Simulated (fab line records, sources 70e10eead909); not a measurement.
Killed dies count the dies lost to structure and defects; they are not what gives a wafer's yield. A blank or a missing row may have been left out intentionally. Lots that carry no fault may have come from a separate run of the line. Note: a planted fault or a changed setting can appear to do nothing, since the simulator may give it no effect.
fab line records -- flow nand_harc
[record] lots = 12, wafers = 34, last_day = 24
route steps=1159 shown P_CONTACT@232 END@1159
lots with no fault: from the same line, run without faults
start_h: start of the lot's first displayed wafer, in hours after the record's first day -- wait_h: time in hours since the lot's previous step -- " same as the row above -- L1.1+2: a single row standing in for several wafers -- - no value, or no start was given -- * or withheld: withheld -- < > ~ a bound
route shown NAME@n: NAME is a module with steps in the file, n the number in the route of the first one -- usual: mean/standard deviation taken from wafers without a fault -- same: alike in all rows -- chamber/n: place in a boat -- sites: per-site readings -- _std_site: the values' standard deviation -- _edge_site: outer sites' mean less inner sites' -- radius_mm: for every site, how far away it sits from the centre of the wafer -- mask NAME#n: copy n -- behind: the last tool/chamber to shape the wafer -- hold: what put the lot on hold/how long, in hours/how the hold closed -- device: whichever transistor did not switch (one of n, p or np) -- end of line: the same wafers' tests at the end of the route -- where a step has no rows: the recipe by itself -- killed: not the wafer's yield, but the dies lost to structure and defects at the first sort -- map: per-die view of a wafer (x killed, . not killed, _ where there is no die)
set.NAME: the run value of the setting; set.NAME@STEP: its run value at that earlier step -- model.NAME: the simulator's own value behind a step, which no gauge read
the route's steps for a sample of lots (tables are steps, rows are wafers)
services: from which hour (start_h, from the record's first day; less than 0 if before it) a tool's chamber was out of use, for how many hours, and why
[[steps]]
[step NHARC_P_CONTACT_CD_MEAS_12]
[recipe] target_cd_nm = 90, landing_energy_ev = 500
[usual] cd_nm = 90.6/0.64
lot.wafer,tool,chamber,start_h,wait_h,cd_nm
L859.1,cd_sem-01,0,122.92,-,90.7
L859.3,cd_sem-01,0,122.92,-,90.7
L859.6,cd_sem-01,0,122.92,-,91.7
L862.1,cd_sem-01,0,126.07,-,90.9
L862.5,cd_sem-01,0,126.07,-,90.9
L862.6,cd_sem-01,0,126.07,-,90.4
L861.1,cd_sem-01,0,130.60,-,89.9
L861.4,cd_sem-01,0,130.60,-,90.2
L861.6,cd_sem-01,0,130.60,-,90.1
L863.1,cd_sem-02,0,138.36,-,90.1
L863.2,cd_sem-02,0,138.36,-,89.6
L863.6,cd_sem-02,0,138.36,-,88.9
L866.1,cd_sem-01,0,158.88,-,89.7
L866.4,cd_sem-01,0,158.88,-,89.4
L866.6,cd_sem-01,0,158.88,-,90.1
L867.1,cd_sem-02,0,159.98,-,90.8
L867.2,cd_sem-02,0,159.98,-,91.3
L867.6,cd_sem-02,0,159.98,-,90.7
L875.6,cd_sem-01,0,209.30,-,91.5
L877.2,cd_sem-02,0,222.83,-,90.3
L877.3,cd_sem-02,0,222.83,-,90.7
L877.4,cd_sem-02,0,222.83,-,91.5
L876.3,cd_sem-02,0,223.67,-,90.7
L876.4,cd_sem-02,0,223.67,-,91.3
L876.6,cd_sem-02,0,223.67,-,91.3
L878.1,cd_sem-02,0,232.36,-,90.5
L878.2,cd_sem-02,0,232.36,-,91.2
L878.5,cd_sem-02,0,232.36,-,92.3
L880.1,cd_sem-03,0,247.47,-,90.8
L880.2,cd_sem-03,0,247.47,-,90.9
L880.6,cd_sem-03,0,247.47,-,90.1
L881.3,cd_sem-02,0,248.43,-,90.2
L881.4,cd_sem-02,0,248.43,-,90.4
L881.6,cd_sem-02,0,248.43,-,91.2
[step NHARC_P_CONTACT_ETCH_36]
[recipe] target_depth_a = 2600, over_etch_frac = 0.25, time_s = 406.25, ion_energy_ev = 200, n2_flow_sccm = 150, h2_flow_sccm = 150, ar_flow_sccm = 0, rf_w = 400, bias_w = 150, chemistry = N2/H2
[usual] chamber_pressure_mTorr = 29.999/0.025, drypump_motor_current_A = 5.6/0.62, oes_product_au = 1.003/0.014, rf_vpp_V = 430.2/2.7, run_length_s = 427.7/0.45, showerhead_plenum_p_Torr = 2.03/0.097, throttle_valve_pct = 14.171/0.0086
lot.wafer,tool,chamber,start_h,wait_h,chamber_pressure_mTorr,drypump_motor_current_A,oes_product_au,rf_hours_counter_h,rf_vpp_V,run_length_s,showerhead_plenum_p_Torr,throttle_valve_pct
L859.1,rie_diel-13,0,-,-,29.973,6.3,1.006,6,425.9,427.7,1.89,14.179
L859.3,rie_diel-13,2,-,-,30.001,5.8,1.009,6,435.3,427.6,2.22,14.162
L859.6,rie_diel-13,1,-,-,29.992,6.0,1.023,-,427.0,428.6,1.93,14.177
L862.1,rie_diel-01,2,-,-,29.997,5.0,1.029,17,432.7,427.5,2.12,14.174
L862.6,rie_diel-01,2,-,-,29.970,4.9,1.029,-,432.6,427.2,2.12,14.168
L862.5,rie_diel-01,3,-,-,30.006,6.8,0.982,-,428.5,427.8,1.95,14.176
L861.1,rie_diel-11,2,-,-,29.984,4.9,1.010,9,433.1,428.6,2.11,14.175
L861.4,rie_diel-11,3,-,-,29.976,5.8,1.003,8,432.8,427.1,2.14,14.179
L861.6,rie_diel-11,1,-,-,30.066,5.3,0.999,-,428.5,428.1,1.98,14.171
L863.2,rie_diel-11,3,-,-,29.997,5.8,0.999,8,433.8,427.1,2.14,14.171
L863.1,rie_diel-11,2,-,-,29.977,4.9,1.006,10,430.9,428.8,2.11,14.171
L863.6,rie_diel-11,2,-,-,29.979,4.9,1.006,-,433.8,428.5,2.11,14.152
L866.1,rie_diel-01,0,-,-,30.001,5.1,1.012,1,427.9,427.1,1.91,14.163
L866.4,rie_diel-01,1,-,-,30.006,5.5,0.997,1,429.3,427.7,2.00,14.178
L866.6,rie_diel-01,3,-,-,30.009,6.8,0.980,-,427.5,427.8,1.95,14.177
L867.2,rie_diel-01,3,-,-,30.024,6.8,0.987,2,428.4,427.8,1.95,14.167
L867.1,rie_diel-01,0,-,-,30.016,5.1,1.028,1,423.6,427.4,1.91,14.169
L867.6,rie_diel-01,2,-,-,30.002,4.9,1.029,-,433.7,427.4,2.12,14.176
L875.6,rie_diel-01,1,-,-,30.017,5.5,1.005,-,430.3,427.3,2.00,14.171
L877.3,rie_diel-13,3,-,-,30.037,5.2,0.998,42,430.8,427.6,2.02,14.162
L877.2,rie_diel-13,0,-,-,29.984,6.3,1.004,43,425.9,428.3,1.87,14.176
L877.4,rie_diel-13,1,-,-,30.003,5.9,1.014,43,428.3,428.5,1.92,14.164
L876.3,rie_diel-13,2,-,-,29.998,5.8,1.016,43,435.8,427.7,2.20,14.176
L876.4,rie_diel-13,0,-,-,29.971,6.3,0.992,43,425.9,427.8,1.87,14.182
L876.6,rie_diel-13,1,-,-,29.985,5.9,1.018,-,428.2,428.0,1.92,14.173
L878.2,rie_diel-11,2,-,-,29.974,4.9,0.995,4,431.7,428.0,2.11,14.166
L878.1,rie_diel-11,3,-,-,30.051,5.8,1.005,3,434.0,427.2,2.13,14.181
L878.5,rie_diel-11,2,-,-,30.047,4.9,1.013,-,432.7,428.7,2.11,14.176
L880.2,rie_diel-11,1,-,-,29.992,5.3,1.003,5,429.3,427.9,1.98,14.156
L880.1,rie_diel-11,2,-,-,29.996,4.9,1.001,5,432.3,428.2,2.11,14.173
L880.6,rie_diel-11,1,-,-,30.007,5.3,1.007,-,426.9,427.9,1.98,14.160
L881.3,rie_diel-01,3,-,-,29.972,6.8,0.976,11,428.9,428.4,1.94,14.167
L881.4,rie_diel-01,2,-,-,30.019,4.9,1.013,-,433.0,427.7,2.12,14.173
L881.6,rie_diel-01,3,-,-,30.031,6.8,0.975,-,429.2,428.1,1.94,14.174
[step NHARC_P_CONTACT_ETCH_31]
[recipe] target_depth_a = 300, time_s = 85.7, ion_energy_ev = 120, over_etch_frac = 1, ch3f_flow_sccm = 50, o2_flow_sccm = 30, ar_flow_sccm = 200, rf_w = 500, bias_w = 100, chemistry = CH3F/O2
[usual] chamber_pressure_mTorr = 25.00/0.038, drypump_motor_current_A = 5.6/0.59, oes_product_au = 0.984/0.016, rf_vpp_V = 244.2/1.8, run_length_s = 107.1/0.43, showerhead_plenum_p_Torr = 2.45/0.11, throttle_valve_pct = 20.664/0.0091
lot.wafer,tool,chamber,start_h,wait_h,chamber_pressure_mTorr,drypump_motor_current_A,oes_product_au,rf_hours_counter_h,rf_vpp_V,run_length_s,showerhead_plenum_p_Torr,throttle_valve_pct
L859.3,rie_diel-13,2,123.86,-,25.25,5.9,0.984,6,247.8,107.0,2.66,20.666
L859.1,rie_diel-13,0,123.86,-,24.96,6.3,0.983,6,240.7,107.3,2.28,20.647
L859.6,rie_diel-13,2,123.86,-,24.97,5.8,0.983,-,248.1,106.7,2.66,20.662
L862.1,rie_diel-01,1,127.29,-,25.03,5.5,1.000,18,243.8,107.3,2.42,20.672
L862.6,rie_diel-01,2,127.29,-,24.96,4.9,1.023,-,245.0,106.6,2.56,20.658
L862.5,rie_diel-01,3,127.29,-,25.03,6.8,0.949,-,242.1,107.7,2.35,20.675
L861.4,rie_diel-11,0,131.53,-,25.02,6.3,0.982,10,244.9,106.3,2.55,20.675
L861.1,rie_diel-11,1,131.53,-,25.02,5.3,0.990,10,242.5,107.2,2.39,20.666
L861.6,rie_diel-11,0,131.53,-,24.97,6.3,0.986,-,245.3,106.3,2.55,20.670
L863.1,rie_diel-11,1,139.42,-,24.99,5.3,0.979,11,242.7,107.8,2.39,20.659
L863.2,rie_diel-11,2,139.42,-,25.00,4.9,0.999,10,245.3,108.3,2.54,20.675
L863.6,rie_diel-11,2,139.42,-,25.02,4.9,0.986,-,246.1,107.8,2.54,20.657
L866.1,rie_diel-01,1,159.81,-,25.04,5.6,0.977,1,245.0,107.5,2.41,20.663
L866.4,rie_diel-01,0,159.81,-,25.00,5.1,0.997,1,242.3,106.6,2.31,20.642
L866.6,rie_diel-01,1,159.81,-,25.02,5.5,0.978,-,245.6,106.9,2.41,20.662
L867.2,rie_diel-01,3,160.92,-,25.00,6.8,0.970,2,243.4,108.0,2.35,20.649
L867.1,rie_diel-01,0,160.92,-,24.98,5.1,0.992,1,243.5,107.0,2.31,20.668
L867.6,rie_diel-01,2,160.92,-,25.01,4.9,1.003,-,245.5,107.3,2.55,20.655
L875.6,rie_diel-01,0,210.24,-,24.97,5.1,0.993,-,241.9,61.1,2.31,20.648
L877.4,rie_diel-13,2,223.75,-,25.03,5.8,0.998,43,247.5,107.1,2.64,20.661
L877.3,rie_diel-13,3,223.75,-,24.98,5.2,0.975,43,244.4,107.0,2.43,20.676
L877.2,rie_diel-13,0,223.75,-,24.99,6.3,0.980,43,242.1,107.3,2.27,20.671
L876.4,rie_diel-13,0,224.65,-,25.02,6.3,0.969,43,241.6,107.2,2.27,20.659
L876.3,rie_diel-13,1,224.65,-,25.01,5.9,1.008,44,243.1,107.4,2.33,20.652
L876.6,rie_diel-13,3,224.65,-,24.98,5.2,0.971,-,243.6,107.0,2.43,20.658
L878.1,rie_diel-11,0,233.29,-,25.00,6.3,0.983,3,247.3,106.6,2.55,20.648
L878.2,rie_diel-11,1,233.29,-,24.99,5.3,1.008,4,243.7,107.5,2.39,20.666
L878.5,rie_diel-11,0,233.29,-,24.98,6.3,0.972,-,244.2,106.4,2.55,20.667
L880.1,rie_diel-11,2,248.41,-,25.01,4.9,0.985,6,245.6,108.2,2.54,20.653
L880.2,rie_diel-11,3,248.41,-,25.02,5.8,0.969,5,244.1,106.4,2.56,20.657
L880.6,rie_diel-11,0,248.41,-,25.03,6.3,0.958,-,246.3,106.3,2.54,20.675
L881.3,rie_diel-01,3,249.49,-,24.98,6.8,0.946,12,242.5,107.3,2.35,20.670
L881.4,rie_diel-01,3,249.49,-,25.00,6.8,0.953,-,242.3,107.2,2.35,20.660
L881.6,rie_diel-01,2,249.49,-,25.02,4.9,0.996,-,245.4,106.9,2.55,20.660
[step NHARC_P_CONTACT_CD_MEAS_19]
[usual] cd_nm = 90.8/2
lot.wafer,tool,chamber,start_h,wait_h,cd_nm
L859.1,cd_sem-02,-,123.98,-,88.9
L859.3,cd_sem-02,-,123.98,-,93.2
L859.6,cd_sem-02,-,123.98,-,93.9
L862.1,cd_sem-01,-,127.40,-,91.1
L862.5,cd_sem-01,-,127.40,-,89.3
L862.6,cd_sem-01,-,127.40,-,90.4
L861.1,cd_sem-03,-,131.65,-,91.2
L861.4,cd_sem-03,-,131.65,-,91.7
L861.6,cd_sem-03,-,131.65,-,93.7
L863.1,cd_sem-03,-,139.56,-,89.8
L863.2,cd_sem-03,-,139.56,-,90.0
L863.6,cd_sem-03,-,139.56,-,89.6
L866.1,cd_sem-03,-,159.93,-,87.3
L866.4,cd_sem-03,-,159.93,-,91.1
L866.6,cd_sem-03,-,159.93,-,89.0
L867.1,cd_sem-02,-,161.03,-,90.6
L867.2,cd_sem-02,-,161.03,-,89.9
L867.6,cd_sem-02,-,161.03,-,91.9
L875.6,cd_sem-03,-,210.38,-,94.3
L877.2,cd_sem-03,-,223.88,-,89.9
L877.3,cd_sem-03,-,223.88,-,89.8
L877.4,cd_sem-03,-,223.88,-,90.9
L876.3,cd_sem-01,-,224.77,-,90.8
L876.4,cd_sem-01,-,224.77,-,88.6
L876.6,cd_sem-01,-,224.77,-,89.6
L878.1,cd_sem-02,-,233.42,-,92.7
L878.2,cd_sem-02,-,233.42,-,93.8
L878.5,cd_sem-02,-,233.42,-,94.4
L880.1,cd_sem-03,-,248.53,-,93.0
L880.2,cd_sem-03,-,248.53,-,92.0
L880.6,cd_sem-03,-,248.53,-,93.4
L881.3,cd_sem-01,-,249.64,-,87.4
L881.4,cd_sem-01,-,249.64,-,91.1
L881.6,cd_sem-01,-,249.64,-,89.4
[step NHARC_END_SORT_01]
[recipe] temp_c = 25
[usual] defect_limited_yield = 95.3/1.5, killed_at_array = 28/10, killed_at_other = 0.6/1.1, killed_at_periphery = 3.6/2.6, killed_dies = 32/10, killed_open = 3.3/1.8, killed_short = 1.9/1.4, sort_bin_2_pct = 1.5/0.61, sort_bin_3_pct = 0.27/0.2, sort_bin_4_pct = 3.0/1, sort_n_pass = 645/10, sort_rim_yield_pct = 97.3/1.9, sort_yield_pct = 95.3/1.5
[same] gross_dies = 677, sort_bin_5_pct[%] = 0, sort_bin_6_pct[%] = 0, sort_bin_7_pct[%] = 0, sort_bin_8_pct[%] = 0, sort_rim_n_gross = 106.00
lot.wafer,tool,chamber,start_h,wait_h,defect_limited_yield[%],killed_at_array,killed_at_other,killed_at_periphery,killed_dies,killed_open,killed_short,sort_bin_2_pct[%],sort_bin_3_pct[%],sort_bin_4_pct[%],sort_n_pass,sort_rim_yield_pct[%],sort_yield_pct[%]
L863.1,prober-02,0,457.26,2.5,95.3,30,0,2,32,2,1,1.0,0.30,3.4,645,98.1,95.3
L863.2,prober-02,0,458.06,2.8,95.7,26,0,3,29,5,0,1.2,0.59,2.5,648,95.3,95.7
L863.6,prober-02,0,461.25,4.0,96.3,22,0,3,25,3,1,1.0,0.44,2.2,652,100.0,96.3
L862.1,prober-01,0,464.39,2.5,96.0,19,0,8,27,3,1,0.9,0.30,2.8,650,96.2,96.0
L862.5,prober-01,0,467.64,3.8,96.2,17,2,7,26,6,2,1.0,0.15,2.7,651,94.3,96.2
L862.6,prober-01,0,468.46,4.1,96.6,13,1,9,23,5,3,0.7,0.30,2.4,654,97.2,96.6
L876.3,prober-02,0,557.22,3.1,96.3,19,0,6,25,5,1,0.9,0.15,2.7,652,97.2,96.3
L876.4,prober-02,0,558.03,3.4,96.2,21,0,5,26,2,2,1.3,0.15,2.4,651,98.1,96.2
L876.6,prober-02,0,559.64,4.0,97.6,16,0,0,16,0,0,0.7,0.15,1.5,661,100.0,97.6
L878.1,prober-01,0,565.72,5.4,95.6,30,0,0,30,5,1,1.2,0.15,3.1,647,99.1,95.6
L878.2,prober-01,0,566.53,5.7,94.5,34,0,3,37,3,7,2.1,0.30,3.1,640,95.3,94.5
L878.5,prober-01,0,568.96,6.6,96.0,26,0,1,27,2,0,1.0,0.30,2.7,650,100.0,96.0
// killed by level:class
L863.1 A_SLIT:chamber_film_flake=16 A_CONTACT:chamber_film_flake=5 A_ZERO_WELL:chamber_film_flake=3 A_CHANNEL_HOLE_D1:chamber_film_flake=2 P_CONTACT:geometric_particle:open=1 A_CHANNEL_HOLE_D1:geometric_particle:short=1 A_CHANNEL_HOLE_D1:geometric_particle:open=1 P_BONDPAD:chamber_film_flake=1
L863.2 A_SLIT:chamber_film_flake=12 A_CONTACT:chamber_film_flake=4 A_STAIRCASE:chamber_film_flake=2 A_SGD_CUT:chamber_film_flake=2 P_M0:geometric_particle:open=1 A_ONON_D1:geometric_particle:open=1 A_CHANNEL_FILL_D1:geometric_particle:open=1 A_M0:geometric_particle:open=1
L863.6 A_SLIT:chamber_film_flake=15 P_CONTACT:geometric_particle:open=1 A_SGD_CUT:geometric_particle:open=1 A_WL_FILL:geometric_particle:short=1 A_M0:geometric_particle:open=1 P_ZERO_WELL:chamber_film_flake=1 P_STI:chamber_film_flake=1 A_ZERO_WELL:chamber_film_flake=1
L862.1 A_WL_FILL:chamber_film_flake=5 P_ZERO_WELL:chamber_film_flake=4 A_CHANNEL_HOLE_D1:chamber_film_flake=4 A_CONTACT:chamber_film_flake=3 P_GATE:chamber_film_flake=2 P_M1:chamber_film_flake=2 A_STAIRCASE:chamber_film_flake=2 A_SLIT:geometric_particle:open=1
L862.5 A_CONTACT:geometric_particle:open=4 A_STAIRCASE:chamber_film_flake=4 A_WL_FILL:geometric_particle:short=2 P_M1:chamber_film_flake=2 A_CHANNEL_HOLE_D1:chamber_film_flake=2 A_WL_FILL:chamber_film_flake=2 THIN_TSV:chamber_film_flake=2 P_CONTACT:geometric_particle:open=1
L862.6 A_CHANNEL_HOLE_D1:chamber_film_flake=5 P_GATE:chamber_film_flake=3 P_CONTACT:geometric_particle:open=2 A_WL_FILL:chamber_film_flake=2 P_STI:geometric_particle:short=1 P_GATE:geometric_particle:open=1 A_SLIT:geometric_particle:short=1 THIN_TSV:chamber_film_flake=1
L876.3 A_CONTACT:chamber_film_flake=8 A_CHANNEL_HOLE_D1:chamber_film_flake=6 P_M0:geometric_particle:open=2 A_SLIT:chamber_film_flake=2 P_GATE:geometric_particle:open=1 A_CHANNEL_FILL_D1:geometric_particle:open=1 A_SGD_CUT:geometric_particle:short=1 A_CONTACT:geometric_particle:open=1
L876.4 A_CHANNEL_HOLE_D1:chamber_film_flake=9 A_CONTACT:chamber_film_flake=9 A_STAIRCASE:chamber_film_flake=2 P_CONTACT:geometric_particle:open=1 P_M1:geometric_particle:open=1 P_M1:geometric_particle:short=1 P_M2:geometric_particle:short=1 P_GATE:chamber_film_flake=1
L876.6 A_CHANNEL_HOLE_D1:chamber_film_flake=6 A_CONTACT:chamber_film_flake=6 A_STAIRCASE:chamber_film_flake=2 A_CHANNEL_FILL_D1:chamber_film_flake=1 A_M0:chamber_film_flake=1
L878.1 A_SLIT:chamber_film_flake=12 A_CHANNEL_HOLE_D1:chamber_film_flake=8 A_CONTACT:geometric_particle:open=3 A_ONON_D1:geometric_particle:open=2 A_CONTACT:chamber_film_flake=2 A_CONTACT:geometric_particle:short=1 A_CHANNEL_FILL_D1:chamber_film_flake=1 A_STAIRCASE:chamber_film_flake=1
L878.2 A_SLIT:chamber_film_flake=14 A_CHANNEL_HOLE_D1:chamber_film_flake=8 A_CONTACT:geometric_particle:short=3 A_WL_FILL:geometric_particle:short=2 A_M1:geometric_particle:open=2 A_CONTACT:chamber_film_flake=2 P_CONTACT:geometric_particle:short=1 A_ONON_D1:geometric_particle:short=1
L878.5 A_SLIT:chamber_film_flake=15 A_CHANNEL_HOLE_D1:chamber_film_flake=4 A_STAIRCASE:chamber_film_flake=3 P_M1:geometric_particle:open=1 A_M0:geometric_particle:open=1 A_CHANNEL_FILL_D1:chamber_film_flake=1 A_SGD_CUT:chamber_film_flake=1 A_CONTACT:chamber_film_flake=1
[[services]]
tool,chamber,start_h,hours,kind
rie_diel-01,0,116.81,-,clean
rie_diel-01,1,116.81,-,clean
rie_diel-01,2,116.81,-,clean
rie_diel-01,3,116.81,-,clean
rie_diel-11,0,136.91,9.5,repair
rie_diel-01,-,137.81,9.0,pm
rie_diel-01,0,137.81,9.0,vent_cycle
rie_diel-01,1,137.81,9.0,vent_cycle
rie_diel-01,2,137.81,9.0,vent_cycle
rie_diel-01,3,137.81,9.0,vent_cycle
rie_diel-11,1,142.10,6.2,repair
rie_diel-01,0,146.81,-,clean
rie_diel-01,1,146.81,-,clean
rie_diel-01,2,146.81,-,clean
rie_diel-01,3,146.81,-,clean
rie_diel-01,0,171.31,-,clean
rie_diel-01,1,171.31,-,clean
rie_diel-01,2,171.31,-,clean
rie_diel-01,3,171.31,-,clean
rie_diel-11,-,189.50,9.0,pm
rie_diel-01,0,195.81,-,clean
rie_diel-13,3,232.11,3.8,repair
rie_diel-01,0,242.21,10.2,repair
rie_diel-11,1,245.05,1.3,repair
[[key]]
[first_sign] step = NHARC_P_CONTACT_ETCH_31, reading = run_length_s, direction = down, sigmas = 99+, usual = *, struck = *
effect none on later readings
met_at NHARC_P_CONTACT_ETCH_31
struck_lots L875
struck_wafers L875.6
rows_end L875.6
not_acting_at NHARC_P_CONTACT_CD_MEAS_12,NHARC_P_CONTACT_ETCH_36,NHARC_P_CONTACT_CD_MEAS_19
onset_between 160.92 210.24
[fault] kind = process_parameter_drift, tool = rie_diel-01, chamber = 0, onset_h = 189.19, steps = NHARC_P_CONTACT_ETCH_31, channel = time_s, offset = *, shape = step, acts_in = *, stated = *
// rows_end: these wafers met a further fault down the route, and their rows from its step on are left out
